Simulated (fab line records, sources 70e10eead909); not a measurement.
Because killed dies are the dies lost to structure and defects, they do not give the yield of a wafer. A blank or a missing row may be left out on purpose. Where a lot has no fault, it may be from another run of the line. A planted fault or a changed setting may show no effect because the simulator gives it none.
Matching of chambers || flow nand_harc || NHARC_A_BONDPAD_CMP_19 on cmp-01 has 4 sister chambers
The step polishes, t overpolish 30 s, cu recess touch 16 s, target thk 169.8 nm. 4 wafers are shown with their chamber, then 7 later ones without.

## WAFERS PAIRED WITH THEIR CHAMBERS
{"wafer": "L325.6", "chamber": 1, "motor_current_A (A)": 12.3}
{"wafer": "L329.2", "chamber": 0, "motor_current_A (A)": 11.8}
{"wafer": "L326.4", "chamber": 2, "motor_current_A (A)": 14.3}
{"wafer": "L326.5", "chamber": 3, "motor_current_A (A)": 11.6}

## WAFERS WITHOUT THEIR CHAMBER
{"wafer": "L326.6", "motor_current_A (A)": 14.5}
{"wafer": "L339.1", "motor_current_A (A)": 11.7}
{"wafer": "L339.4", "motor_current_A (A)": 11.4}
{"wafer": "L339.6", "motor_current_A (A)": 11.1}
{"wafer": "L340.1", "motor_current_A (A)": 14.5}
{"wafer": "L340.4", "motor_current_A (A)": 11.3}
{"wafer": "L340.5", "motor_current_A (A)": 15.0}

## WHICH CHAMBER EACH ONE RAN IN
{"wafer": "L326.6", "from the rows above": 2, "in truth": 2}
{"wafer": "L339.1", "from the rows above": "can't be placed: 3 or 0 or 1", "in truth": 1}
{"wafer": "L339.4", "from the rows above": "can't be placed: 3 or 0 or 1", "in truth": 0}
{"wafer": "L339.6", "from the rows above": "can't be placed: 3 or 0 or 1", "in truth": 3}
{"wafer": "L340.1", "from the rows above": 2, "in truth": 2}
{"wafer": "L340.4", "from the rows above": "can't be placed: 3 or 0 or 1", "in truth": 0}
{"wafer": "L340.5", "from the rows above": 2, "in truth": 2}
Correctly placed: 3 of 7. Can't be placed from these rows: 4 (the true chamber is among the candidates in 4). 0 placed wrongly.
How it was worked out, from the rows above alone: a wafer's distance from a chamber is the root of the sum, over the readings, of the square of ((its reading less the chamber's mean) divided by the reading's scatter). If the next closest chamber is less than 2 further off than the closest, the wafer can't be placed; otherwise it belongs to the closest. For every chamber, the mean is computed from those of its wafers that are shown. The scatter: with one shown wafer a chamber, the root of the mean of the squares of how far each hidden wafer lies from its nearest shown one.
